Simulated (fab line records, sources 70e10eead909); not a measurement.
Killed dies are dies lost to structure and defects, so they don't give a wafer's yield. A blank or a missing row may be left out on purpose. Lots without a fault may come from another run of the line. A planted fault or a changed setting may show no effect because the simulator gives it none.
Chamber matching | flow nand_harc | NHARC_A_STAIRCASE_STRIP_476 on rie_diel-08: 4 sister chambers
The step strips in O2, time 20 s. 8 wafers are shown with their chamber, then 7 later ones without.

WAFERS WITH THEIR CHAMBER
wafer  | chamber | drypump_motor_current_A (A) | showerhead_plenum_p_Torr (Torr)
L082.3 | 2       | 5.7                         | 3.31
L087.5 | 1       | 5.8                         | 3.51
L087.6 | 2       | 5.7                         | 3.30
L089.1 | 3       | 4.9                         | 3.33
L089.2 | 0       | 6.0                         | 3.63
L089.4 | 1       | 5.8                         | 3.51
L090.1 | 3       | 4.8                         | 3.33
L090.2 | 0       | 6.0                         | 3.64

WAFERS WITHOUT THEIR CHAMBER
wafer  | drypump_motor_current_A (A) | showerhead_plenum_p_Torr (Torr)
L090.6 | 5.7                         | 3.30
L091.1 | 4.9                         | 3.33
L091.2 | 6.0                         | 3.63
L091.5 | 5.7                         | 3.30
L093.1 | 5.7                         | 3.30
L093.2 | 6.0                         | 3.63
L093.6 | 4.9                         | 3.33

WHICH CHAMBER EACH WENT THROUGH
wafer  | from the rows above | in truth
L090.6 | 2                   | 2
L091.1 | 3                   | 3
L091.2 | 0                   | 0
L091.5 | 2                   | 2
L093.1 | 2                   | 2
L093.2 | 0                   | 0
L093.6 | 3                   | 3
Placed correctly: 7 of 7. Can't be placed from these rows: 0. Placed wrongly: 0.
How it was worked out, from the rows above alone: a wafer's distance from a chamber is the root of the sum, over the readings, of the square of ((its reading less the chamber's mean) divided by the reading's scatter). The wafer belongs to the nearest chamber; if the next one is less than 2 further off, it can't be placed. A chamber's mean is the mean of its shown wafers. The scatter: the root of (the sum of the squares of (reading less its chamber's mean) over the shown wafers, divided by (wafers less chambers)).
